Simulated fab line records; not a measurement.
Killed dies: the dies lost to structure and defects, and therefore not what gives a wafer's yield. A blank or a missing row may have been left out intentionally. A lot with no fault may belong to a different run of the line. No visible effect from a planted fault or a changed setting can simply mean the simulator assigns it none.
Matching of chambers    flow n5Finfet    N5_BEOL_M7_STRIP_19 on rieDiel-03 has 4 sister chambers
The step strips in O2. 33 wafers are shown with their chamber, then 12 later ones without.

== WAFERS, EACH WITH ITS CHAMBER ==
wafer   chamber  drypumpMotorCurrentA (A)  showerheadPlenumPTorr (Torr)  throttleValvePct (%)
L074.2  2        6.6                       2.08                          17.02
L074.3  3        5.4                       2.19                          17.02
L074.6  1        5.7                       2.14                          16.41
L076.2  3        5.4                       2.19                          17.03
L076.5  3        5.4                       2.19                          17.01
L076.6  2        6.6                       2.08                          17.00
L078.2  3        5.4                       2.18                          17.03
L078.3  2        6.6                       2.07                          16.99
L078.6  3        5.4                       2.18                          17.03
L077.2  3        5.4                       2.18                          17.03
L077.3  1        5.7                       2.14                          16.44
L077.6  3        5.4                       2.18                          17.03
L080.1  0        6.5                       2.16                          16.26
L080.4  1        5.6                       2.14                          16.46
L080.5  3        5.4                       2.18                          17.04
L082.1  2        6.6                       2.07                          16.54
L082.2  0        6.5                       2.16                          16.29
L082.4  1        5.7                       2.14                          16.46
L081.3  1        5.7                       2.14                          16.46
L081.4  2        6.6                       2.07                          16.57
L081.6  3        5.4                       2.18                          17.05
L083.1  3        5.4                       2.18                          17.06
L083.3  1        5.7                       2.14                          16.47
L083.5  2        6.6                       2.07                          16.57
L085.3  0        6.5                       2.16                          16.30
L085.5  1        5.7                       2.14                          16.48
L085.6  2        6.6                       2.07                          16.55
L087.3  3        5.4                       2.18                          17.07
L087.4  0        6.5                       2.15                          16.32
L087.5  3        5.4                       2.18                          17.06
L089.2  3        5.4                       2.17                          17.08
L089.4  2        6.6                       2.07                          16.59
L089.5  0        6.5                       2.15                          16.34

SIGNATURES (means of the wafers above)
reading                chamber 0  chamber 1  chamber 2  chamber 3  scatter within a chamber
drypumpMotorCurrentA   6.500      5.686      6.600      5.400      0.0172
showerheadPlenumPTorr  2.1560     2.1400     2.0725     2.1815     0.00469
throttleValvePct       16.3020    16.4543    16.7287    17.0415    0.114
Rule: a wafer lies at a distance from a chamber equal to the root of the sum of squares, over the readings, of (its reading less the chamber's mean, divided by the reading's scatter). The wafer belongs to the nearest chamber; if the next one is less than 2 further off, it can't be placed. The scatter: take each reading less its chamber's mean, square it, sum over the shown wafers, divide by the number of wafers less the number of chambers, and take the root.

== WAFERS WHOSE CHAMBER IS MISSING ==
wafer   drypumpMotorCurrentA (A)  showerheadPlenumPTorr (Torr)  throttleValvePct (%)
L090.1  6.5                       2.15                          16.33
L090.3  6.6                       2.07                          16.57
L090.5  5.4                       2.17                          17.05
L091.3  6.6                       2.07                          16.60
L091.5  6.6                       2.07                          16.60
L091.6  5.7                       2.13                          16.51
L092.1  6.5                       2.15                          16.32
L092.2  6.6                       2.06                          16.61
L092.3  5.7                       2.13                          16.49
L094.3  6.6                       2.06                          16.64
L094.5  5.7                       2.13                          16.52
L094.6  6.6                       2.06                          16.62

== CHAMBER TAKEN BY EACH ==
wafer   from the rows above  in truth
L090.1  0                    0
L090.3  2                    2
L090.5  3                    3
L091.3  2                    2
L091.5  2                    2
L091.6  1                    1
L092.1  0                    0
L092.2  2                    2
L092.3  1                    1
L094.3  2                    2
L094.5  1                    1
L094.6  2                    2
Correctly placed: 12 of 12. Can't be placed from these rows: 0. Number placed wrongly: 0.
